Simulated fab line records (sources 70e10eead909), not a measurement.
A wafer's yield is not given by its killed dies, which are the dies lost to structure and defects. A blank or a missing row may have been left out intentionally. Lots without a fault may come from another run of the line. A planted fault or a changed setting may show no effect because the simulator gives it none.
fab line records    flow nandHarc
record: lots: 7  wafers: 21  lastDay: 24
route steps=1159 shown A_M0@1000 END@1159
lots that met no fault: from a run of the same line without faults
startH: start of the lot's first displayed wafer, in hours after the record's first day    waitH: hours since the lot's step before    " repeats the value in the row above    L1.1+2: several wafers, shown together as one row    - no value, or no start given    * or withheld: withheld    < > ~ a bound
route shown NAME@n: NAME is a module with steps in the file, n the number in the route of the first one    usual: mean and standard deviation over wafers with no fault    same: alike in all rows    chamber/n: place in a boat    sites: readings site by site    _std_site: the values' standard deviation    _edge_site: inner sites' mean taken away from outer sites' mean    radiusMm: for every site, how far away it sits from the centre of the wafer    mask NAME#n: copy n    behind: the most recent tool/chamber to have shaped the wafer    hold: why the lot was held/for how many hours/how that ended    device: whichever transistor did not switch (one of n, p or np)    end of line: the tests these same wafers got at the end of their route    a step given without rows: its recipe and nothing more    killed: at the first sort, the dies lost to defects and structure; wafer yield is something else    map: shows each die of a wafer: x if killed, . if not, _ if none is there
set.NAME: the setting the step ran with; set.NAME@STEP: the setting that earlier step ran with    model.NAME: the simulator's own value behind a step, which no gauge read
lots at some steps of the route; a table a step, a row a wafer
services: the hour from which a tool's chamber was out of use, counted from the record's first day as startH (under 0 if before that day), plus the number of hours and why
== steps ==
step: NHARC_A_M0_EBR_05
step: NHARC_A_M0_EXPOSE_06
recipe: na: 1.35  targetCdNm: 80  doseMj: 83.25  maskId: A_M0
step: NHARC_A_M0_PEB_07
recipe: pebTempC: 100  pebTimeS: 65
step: NHARC_A_M0_DEVELOP_08
recipe: developTimeS: 35  devTempC: 23
step: NHARC_A_M0_CD_MEAS_09
recipe: targetCdNm: 80  landingEnergyEv: 500
usual: cdNm: 80.2/0.66
lot.wafer  tool      chamber  startH  waitH  cdNm
L669.1     cdSem-02  0        404.32  -      79.5
L669.2     "         0        "       "      81.4
L669.5     "         0        "       "      81.0
L674.1     cdSem-02  0        449.98  -      79.0
L674.3     "         0        "       "      79.6
L674.5     "         0        "       "      79.4
L676.1     cdSem-01  0        476.21  -      80.4
L676.2     "         0        "       "      80.0
L676.4     "         0        "       "      79.6
L678.2     cdSem-03  0        477.34  -      80.0
L678.4     "         0        "       "      79.3
L678.6     "         0        "       "      80.1
L677.2     cdSem-01  0        487.58  -      81.0
L677.5     "         0        "       "      80.5
L677.6     "         0        "       "      80.0
L679.4     cdSem-03  0        495.71  -      80.3
L679.5     "         0        "       "      80.6
L679.6     "         0        "       "      80.0
L688.1     cdSem-01  0        534.50  -      80.6
L688.4     "         0        "       "      81.1
L688.5     "         0        "       "      81.9
step: NHARC_A_M0_OVL_MEAS_10
recipe: pitchNm: 160
usual: overlayXNm: 0.0/0.8  overlayYNm: -0.1/0.85
lot.wafer  tool        chamber  startH  waitH  overlayXNm  overlayYNm
L669.1     overlay-01  -        404.41  -      -0.6        0.2
L669.2     "           -        "       "      -1.4        0.3
L669.5     "           -        "       "      -0.8        0.0
L674.1     overlay-02  -        450.07  -      -0.2        0.4
L674.3     "           -        "       "      0.2         -0.5
L674.5     "           -        "       "      0.2         0.1
L676.1     overlay-01  -        476.29  -      0.0         -0.4
L676.2     "           -        "       "      0.2         -0.2
L676.4     "           -        "       "      0.3         -0.5
L678.2     overlay-01  -        477.43  -      0.5         0.3
L678.4     "           -        "       "      0.1         0.1
L678.6     "           -        "       "      0.0         0.3
L677.2     overlay-01  -        487.67  -      1.0         0.7
L677.5     "           -        "       "      1.3         0.3
L677.6     "           -        "       "      0.6         0.1
L679.4     overlay-01  -        495.79  -      -1.0        -0.7
L679.5     "           -        "       "      -1.5        -0.4
L679.6     "           -        "       "      -0.8        -0.3
L688.1     overlay-01  -        534.59  -      0.7         0.7
L688.4     "           -        "       "      1.1         0.9
L688.5     "           -        "       "      0.8         1.3
step: NHARC_A_M0_INSPECT_11
usual: rawDefectCount: 32/14
lot.wafer  tool              chamber  startH  waitH  rawDefectCount
L669.1     defectInspect-01  -        404.45  0.0    53
L669.2     "                 -        "       "      25
L669.5     "                 -        "       "      30
L674.1     defectInspect-01  -        450.11  0.0    15
L674.3     "                 -        "       "      10
L674.5     "                 -        "       "      18
L676.1     defectInspect-01  -        476.33  0.0    35
L676.2     "                 -        "       "      34
L676.4     "                 -        "       "      35
L678.2     defectInspect-01  -        477.46  0.0    24
L678.4     "                 -        "       "      26
L678.6     "                 -        "       "      25
L677.2     defectInspect-02  -        487.71  0.0    36
L677.5     "                 -        "       "      41
L677.6     "                 -        "       "      36
L679.4     defectInspect-01  -        495.83  0.0    45
L679.5     "                 -        "       "      64
L679.6     "                 -        "       "      59
L688.1     defectInspect-02  -        534.63  0.0    16
L688.4     "                 -        "       "      20
L688.5     "                 -        "       "      20
step: NHARC_A_M0_DESCUM_14
recipe: timeS: 3  o2FlowSccm: 200  arFlowSccm: 0  biasPowerW: 0  chemistry: O2
usual: drypumpMotorCurrentA: 5.7/0.53  oesProductAu: 0.997/0.013  rfVppV: 57.9/0.96  showerheadPlenumPTorr: 1.93/0.078  throttleValvePct: 11.312/0.0093
lot.wafer  tool        chamber  startH  waitH  drypumpMotorCurrentA  oesProductAu  rfHoursCounterH  rfVppV  showerheadPlenumPTorr  throttleValvePct
L669.1     rieDiel-01  1        404.51  0.1    4.8                   0.998         5                57.9    2.01                   11.305
L669.2     "           2        "       "      5.6                   0.999         5                56.5    1.78                   11.314
L669.5     "           2        "       "      5.6                   1.006         -                58.2    1.78                   11.322
L674.1     rieDiel-13  1        450.19  0.1    5.7                   1.000         12               56.8    2.00                   11.320
L674.3     "           2        "       "      5.8                   1.018         12               58.0    1.89                   11.307
L674.5     "           0        "       "      5.8                   1.005         -                56.6    1.88                   11.315
L676.1     rieDiel-06  3        476.39  0.1    5.5                   0.997         3                57.5    1.95                   11.311
L676.4     "           1        "       "      6.5                   1.005         3                56.7    1.87                   11.315
L676.2     "           2        "       "      5.7                   0.983         3                57.6    1.84                   11.330
L678.4     rieDiel-06  0        477.53  0.1    6.3                   0.998         3                58.2    2.02                   11.318
L678.2     "           1        "       "      6.5                   0.997         3                57.9    1.87                   11.310
L678.6     "           3        "       "      5.5                   0.993         -                58.0    1.95                   11.324
L677.2     rieDiel-01  3        487.77  0.1    6.3                   0.987         15               56.7    2.02                   11.313
L677.6     "           3        "       "      6.3                   0.970         -                59.3    2.02                   11.320
L677.5     "           0        "       "      6.2                   1.015         -                56.8    1.83                   11.299
L679.4     rieDiel-13  3        495.93  0.1    4.6                   0.991         1                57.0    1.95                   11.304
L679.6     "           0        "       "      5.8                   0.989         -                56.7    1.88                   11.310
L679.5     "           1        "       "      5.7                   0.988         -                58.9    2.00                   11.312
L688.1     rieDiel-13  0        534.71  0.1    5.8                   0.985         5                58.5    1.88                   11.324
L688.4     "           1        "       "      5.7                   0.998         5                56.5    2.00                   11.299
L688.5     "           3        "       "      4.6                   0.998         -                57.9    1.95                   11.313
step: NHARC_A_M0_ETCH_34
recipe: targetDepthA: 400  overetchA: 120  timeS: 43.94  ionEnergyEv: 200  n2FlowSccm: 150  h2FlowSccm: 150  arFlowSccm: 0  rfW: 400  biasW: 150  chemistry: N2/H2
usual: drypumpMotorCurrentA: 5.7/0.53  oesProductAu: 0.995/0.013  rfVppV: 430.9/2.5  showerheadPlenumPTorr: 2.05/0.085  throttleValvePct: 14.171/0.0096
lot.wafer  tool        chamber  startH  waitH  drypumpMotorCurrentA  oesProductAu  rfHoursCounterH  rfVppV  showerheadPlenumPTorr  throttleValvePct
L669.1     rieDiel-01  3        404.61  0.1    6.3                   0.966         6                433.9   2.16                   14.158
L669.2     "           1        "       "      4.8                   1.001         5                434.3   2.14                   14.167
L669.5     "           3        "       "      6.3                   0.972         -                434.8   2.16                   14.175
L674.1     rieDiel-13  3        450.27  0.1    4.6                   0.999         12               431.2   2.08                   14.190
L674.3     "           0        "       "      5.8                   1.008         12               428.7   2.01                   14.175
L674.5     "           1        "       "      5.7                   0.996         -                433.6   2.13                   14.178
L676.4     rieDiel-06  0        476.48  0.1    6.2                   0.991         3                433.6   2.16                   14.169
L676.2     "           1        "       "      6.5                   1.003         3                429.3   1.99                   14.182
L676.1     "           2        "       "      5.6                   0.985         3                428.5   1.96                   14.161
L678.4     rieDiel-06  0        477.61  0.1    6.3                   0.992         3                433.1   2.16                   14.161
L678.2     "           2        "       "      5.7                   0.980         3                428.4   1.96                   14.176
L678.6     "           1        "       "      6.5                   0.997         -                428.4   1.99                   14.175
L677.2     rieDiel-01  3        487.85  0.1    6.3                   0.969         15               435.3   2.16                   14.164
L677.6     "           3        "       "      6.3                   0.976         -                434.4   2.16                   14.165
L677.5     "           0        "       "      6.2                   1.030         -                429.2   1.95                   14.167
L679.4     rieDiel-13  2        496.01  0.1    5.8                   0.994         2                430.4   2.01                   14.167
L679.6     "           0        "       "      5.8                   0.986         -                429.1   2.01                   14.170
L679.5     "           1        "       "      5.7                   0.983         -                432.4   2.13                   14.162
L688.4     rieDiel-13  0        534.77  0.1    5.7                   0.979         5                430.4   2.01                   14.178
L688.1     "           3        "       "      4.6                   0.995         6                431.5   2.08                   14.189
L688.5     "           1        "       "      5.7                   0.997         -                433.6   2.13                   14.173
step: NHARC_A_M0_ETCH_15
recipe: targetDepthA: 1500  overetchA: 150  timeS: 82.5  c4f8FlowSccm: withheld  arFlowSccm: 400  rfW: 600  biasW: 300  chemistry: C4F8/Ar
usual: oesProductAu: 0.947/0.025  rfVppV: 441.2/2.5
lot.wafer  tool        chamber  startH  waitH  oesProductAu  rfHoursCounterH  rfVppV
L669.1     rieDiel-01  3        -       -      0.900         6                443.3
L669.2     "           2        "       "      0.934         5                435.6
L669.5     "           2        "       "      0.927         -                438.1
L674.3     rieDiel-13  0        -       -      0.942         12               440.7
L674.1     "           1        "       "      0.933         12               442.3
L674.5     "           1        "       "      0.920         -                443.1
L676.1     rieDiel-06  1        -       -      0.926         3                439.6
L676.4     "           3        "       "      0.934         3                443.3
L676.2     "           0        "       "      0.918         3                445.1
L678.4     rieDiel-06  2        -       -      0.942         3                437.0
L678.2     "           0        "       "      0.947         3                444.2
L678.6     "           3        "       "      0.955         -                441.7
L677.2     rieDiel-01  2        -       -      0.936         14               436.9
L677.5     "           3        "       "      0.904         -                444.6
L677.6     "           0        "       "      0.985         -                438.2
L679.4     rieDiel-13  3        -       -      0.948         2                442.0
L679.6     "           3        "       "      0.947         -                440.1
L679.5     "           0        "       "      0.948         -                440.5
L688.4     rieDiel-13  1        -       -      0.956         5                442.9
L688.1     "           3        "       "      0.956         6                440.3
L688.5     "           1        "       "      0.971         -                443.6
step: NHARC_A_M0_CD_MEAS_16
usual: cdNm: 80.1/1
lot.wafer  tool      chamber  startH  waitH  cdNm
L669.1     cdSem-03  -        404.86  -      79.6
L669.2     "         -        "       "      81.4
L669.5     "         -        "       "      80.8
L674.1     cdSem-03  -        450.47  -      78.9
L674.3     "         -        "       "      79.5
L674.5     "         -        "       "      79.0
L676.1     cdSem-01  -        476.70  -      80.3
L676.2     "         -        "       "      79.6
L676.4     "         -        "       "      80.4
L678.2     cdSem-03  -        477.83  -      79.6
L678.4     "         -        "       "      79.7
L678.6     "         -        "       "      80.7
L677.2     cdSem-03  -        488.07  -      80.2
L677.5     "         -        "       "      80.5
L677.6     "         -        "       "      80.3
L679.4     cdSem-01  -        496.51  -      79.7
L679.5     "         -        "       "      80.7
L679.6     "         -        "       "      79.8
L688.1     cdSem-01  -        534.99  -      79.5
L688.4     "         -        "       "      82.1
L688.5     "         -        "       "      83.0
step: NHARC_A_M0_STRIP_18
recipe: powerW: 1000  n2FlowSccm: 150  h2FlowSccm: 150  arFlowSccm: 0  biasW: 0  chemistry: N2/H2
usual: chamberPressureMTorr: 30.001/0.027  drypumpMotorCurrentA: 5.7/0.56  oesProductAu: 0.999/0.014  rfVppV: 90.8/0.99  showerheadPlenumPTorr: 2.05/0.092  throttleValvePct: 14.171/0.0091
same: biasW: 0
lot.wafer  tool        chamber  startH  waitH  chamberPressureMTorr  drypumpMotorCurrentA  oesProductAu  rfHoursCounterH  rfVppV  showerheadPlenumPTorr  throttleValvePct
L669.2     rieDiel-01  1        404.93  0.1    29.986                4.8                   0.998         6                91.6    2.14                   14.166
L669.1     "           2        "       "      29.997                5.6                   1.009         5                90.0    1.90                   14.179
L669.5     "           1        "       "      30.014                4.8                   1.012         -                92.1    2.14                   14.179
L674.3     rieDiel-06  1        450.57  0.1    30.013                6.5                   1.005         1                91.2    1.99                   14.179
L674.1     "           2        "       "      30.018                5.7                   0.991         2                91.0    1.96                   14.170
L674.5     "           0        "       "      29.964                6.2                   0.979         -                92.4    2.16                   14.166
L676.2     rieDiel-13  0        476.78  0.1    29.983                5.8                   0.992         1                91.1    2.01                   14.167
L676.4     "           1        "       "      29.991                5.7                   0.991         1                90.9    2.13                   14.170
L676.1     "           3        "       "      30.024                4.7                   0.986         1                91.4    2.08                   14.177
L678.4     rieDiel-01  1        477.90  0.1    30.010                4.8                   1.000         12               92.1    2.14                   14.177
L678.2     "           2        "       "      29.962                5.6                   1.013         12               88.7    1.90                   14.170
L678.6     "           1        "       "      30.003                4.8                   0.995         -                89.5    2.14                   14.176
L677.2     rieDiel-13  2        488.14  0.1    29.983                5.8                   0.991         1                89.4    2.01                   14.174
L677.5     "           2        "       "      29.997                5.9                   0.993         -                89.5    2.01                   14.176
L677.6     "           3        "       "      30.029                4.6                   0.972         -                90.7    2.08                   14.171
L679.4     rieDiel-06  3        496.66  0.1    29.984                5.5                   1.000         4                92.0    2.08                   14.180
L679.5     "           0        "       "      30.020                6.3                   0.980         -                91.5    2.16                   14.161
L679.6     "           1        "       "      30.015                6.5                   1.006         -                89.4    1.99                   14.160
L688.4     rieDiel-01  2        535.11  0.1    29.977                5.5                   1.032         2                89.4    1.89                   14.191
L688.1     "           3        "       "      30.011                6.3                   0.999         3                91.5    2.16                   14.170
L688.5     "           1        "       "      30.024                4.9                   1.006         -                91.8    2.14                   14.181
step: NHARC_A_M0_STRIP_19
recipe: timeS: 600  tempC: 30  chemistry: postEtchResidueRemover
usual: bathHeatDutyPct: 12.7/1.5  runLengthS: 603.2/1.3
lot.wafer  tool         chamber  startH  waitH  bathHeatDutyPct  runLengthS
L669.2     wetBench-01  4        405.27  -      15.6             601.5
L669.1     "            7        "       "      11.8             601.2
L669.5     "            0        "       "      12.4             605.3
L674.5     wetBench-04  5        450.82  -      11.4             601.8
L674.1     "            0        "       "      10.4             602.6
L674.3     "            1        "       "      11.5             605.3
L676.4     wetBench-02  7        477.06  -      -                -
L676.1     "            0        "       "      -                -
L676.2     "            1        "       "      -                -
L678.6     wetBench-01  6        478.19  -      -                -
L678.4     "            7        "       "      -                -
L678.2     "            0        "       "      -                -
L677.5     wetBench-02  3        488.42  -      -                -
L677.6     "            4        "       "      -                -
L677.2     "            0        "       "      -                -
L679.5     wetBench-02  0        496.86  -      10.1             604.9
L679.4     "            1        "       "      12.4             603.2
L679.6     "            3        "       "      10.8             603.8
L688.1     wetBench-01  1        535.34  -      12.1             603.7
L688.4     "            2        "       "      16.4             603.4
L688.5     "            3        "       "      12.6             601.5
step: NHARC_A_M0_DEGAS_28
recipe: tempC: 250  timeS: 60
usual: heaterPowerW: 310/26
lot.wafer  tool           chamber  startH  waitH  heaterPowerW
L669.2     pvdSputter-02  -        405.54  -      300
L669.1     "              -        "       "      322
L669.5     "              -        "       "      316
L674.1     pvdSputter-03  -        451.09  -      254
L674.3     "              -        "       "      309
L674.5     "              -        "       "      255
L676.1     pvdSputter-03  -        477.33  0.2    321
L676.4     "              -        "       "      293
L676.2     "              -        "       "      335
L678.4     pvdSputter-03  -        478.45  0.2    263
L678.2     "              -        "       "      299
L678.6     "              -        "       "      264
L677.2     pvdSputter-03  -        488.71  0.2    300
L677.5     "              -        "       "      328
L677.6     "              -        "       "      263
L679.4     pvdSputter-01  -        497.15  -      291
L679.6     "              -        "       "      314
L679.5     "              -        "       "      301
L688.1     pvdSputter-02  -        535.60  -      348
L688.4     "              -        "       "      312
L688.5     "              -        "       "      293
step: NHARC_END_SORT_01
recipe: tempC: 25
usual: defectLimitedYield: 95.1/1.6  killedAtArray: 29/11  killedAtOther: 0.6/1  killedAtPeriphery: 3.1/2.1  killedDies: 33/11  killedOpen: 3.1/1.9  killedShort: 1.9/1.5  sort_bin_2_pct: 1.5/0.66  sort_bin_3_pct: 0.29/0.23  sort_bin_4_pct: 3.1/0.98  sortNPass: 644/11  sortRimYieldPct: 96.9/2.3  sortYieldPct: 95.1/1.6
same: grossDies: 677  sort_bin_5_pct[%]: 0  sort_bin_6_pct[%]: 0  sort_bin_7_pct[%]: 0  sort_bin_8_pct[%]: 0  sortRimNGross: 106.00
lot.wafer  tool       chamber  startH  waitH  defectLimitedYield[%]  killedAtArray  killedAtOther  killedAtPeriphery  killedDies  killedOpen  killedShort  sort_bin_2_pct[%]  sort_bin_3_pct[%]  sort_bin_4_pct[%]  sortNPass  sortRimYieldPct[%]  sortYieldPct[%]
L676.1     prober-02  0        515.55  2.5    95.3                   26             0              6                  32          5           1            1.5                0.15               3.1                645        97.2                95.3
L676.2     prober-02  0        516.36  2.8    93.6                   36             0              7                  43          3           3            2.2                0.30               3.8                634        97.2                93.6
L676.4     prober-02  0        517.97  3.4    95.1                   29             0              4                  33          2           4            1.2                0.74               3.0                644        96.2                95.1
L678.2     prober-02  0        524.22  2.8    96.0                   25             1              1                  27          5           0            1.3                0                  2.7                650        97.2                96.0
L678.4     prober-02  0        525.85  3.4    95.6                   27             1              2                  30          8           0            1.2                0.15               3.1                647        97.2                95.6
L678.6     prober-02  0        527.47  4.1    95.4                   27             0              4                  31          5           0            1.9                0.44               2.2                646        98.1                95.4
killed by level:class
L676.1 A_CONTACT:chamberFilmFlake=8 A_CHANNEL_HOLE_D1:chamberFilmFlake=6 A_SLIT:chamberFilmFlake=6 P_ZERO_WELL:chamberFilmFlake=2 P_GATE:chamberFilmFlake=2 P_CONTACT:geometricParticle:short=1 P_M1:geometricParticle:open=1 A_ONON_D1:geometricParticle:open=1
L676.2 A_SLIT:chamberFilmFlake=13 A_CHANNEL_HOLE_D1:chamberFilmFlake=8 A_CONTACT:chamberFilmFlake=5 P_ZERO_WELL:chamberFilmFlake=3 P_GATE:chamberFilmFlake=3 A_WL_FILL:geometricParticle:short=2 A_CHANNEL_FILL_D1:chamberFilmFlake=2 A_WL_FILL:chamberFilmFlake=2
L676.4 A_SLIT:chamberFilmFlake=14 A_CHANNEL_HOLE_D1:chamberFilmFlake=4 A_CONTACT:chamberFilmFlake=4 P_GATE:chamberFilmFlake=2 A_STAIRCASE:chamberFilmFlake=2 P_M1:geometricParticle:open=1 P_M1:geometricParticle:short=1 A_CHANNEL_FILL_D1:geometricParticle:short=1
L678.2 A_CHANNEL_HOLE_D1:chamberFilmFlake=20 P_M0:geometricParticle:open=1 A_ONON_D1:geometricParticle:open=1 A_WL_FILL:geometricParticle:open=1 A_CONTACT:geometricParticle:open=1 A_BLC:geometricParticle:open=1 A_STAIRCASE:chamberFilmFlake=1 THIN_TSV:chamberFilmFlake=1
L678.4 A_CHANNEL_HOLE_D1:chamberFilmFlake=16 A_STAIRCASE:chamberFilmFlake=3 A_ONON_D1:geometricParticle:open=2 P_STI:geometricParticle:open=1 P_CONTACT:geometricParticle:open=1 A_CHANNEL_HOLE_D1:geometricParticle:open=1 A_SGD_CUT:geometricParticle:open=1 A_WL_FILL:geometricParticle:open=1
L678.6 A_CHANNEL_HOLE_D1:chamberFilmFlake=20 A_CONTACT:geometricParticle:open=3 A_STAIRCASE:chamberFilmFlake=3 P_M1:chamberFilmFlake=2 P_CONTACT:geometricParticle:open=1 A_BLC:geometricParticle:open=1 P_ZERO_WELL:chamberFilmFlake=1
== services ==
tool           chamber  startH  hours  kind
rieDiel-13     0        383.23  -      clean
rieDiel-13     1        383.23  -      clean
rieDiel-13     2        383.23  -      clean
rieDiel-13     3        383.23  -      clean
wetBench-01    -        391.47  8.0    pm
rieDiel-01     0        391.60  51.6   repair
pvdSputter-02  -        392.00  10.0   pm
rieDiel-13     0        407.73  -      clean
rieDiel-13     1        407.73  -      clean
rieDiel-06     -        418.22  9.0    pm
pvdSputter-02  -        440.98  3.9    repair
wetBench-02    -        451.71  4.4    repair
rieDiel-13     -        453.23  9.0    pm
rieDiel-06     3        454.67  5.0    repair
pvdSputter-02  -        455.16  38.8   repair
pvdSputter-03  -        458.00  10.0   pm
rieDiel-01     -        491.80  9.0    pm
pvdSputter-01  -        497.49  2.8    repair
wetBench-01    -        499.02  7.7    repair
rieDiel-01     -        502.91  0.4    repair
pvdSputter-03  -        513.65  0.6    repair
pvdSputter-01  -        514.00  10.0   pm
wetBench-04    -        515.20  8.0    pm
wetBench-02    -        532.00  8.0    pm
== key ==
firstSign: step: NHARC_A_M0_STRIP_19  reading: toolRecord  direction: missing
effect none on later readings
metAt NHARC_A_M0_STRIP_19
struckWafers L676.1,L676.2,L676.4,L677.2,L677.5,L677.6,L678.2,L678.4,L678.6
onsetBetween 405.27 477.06
fault: kind: skippedStepWhole  tool: wetBench-01,wetBench-02  chamber: -  onsetH: 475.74  steps: NHARC_A_M0_STRIP_19  scope: struckLotsOnly
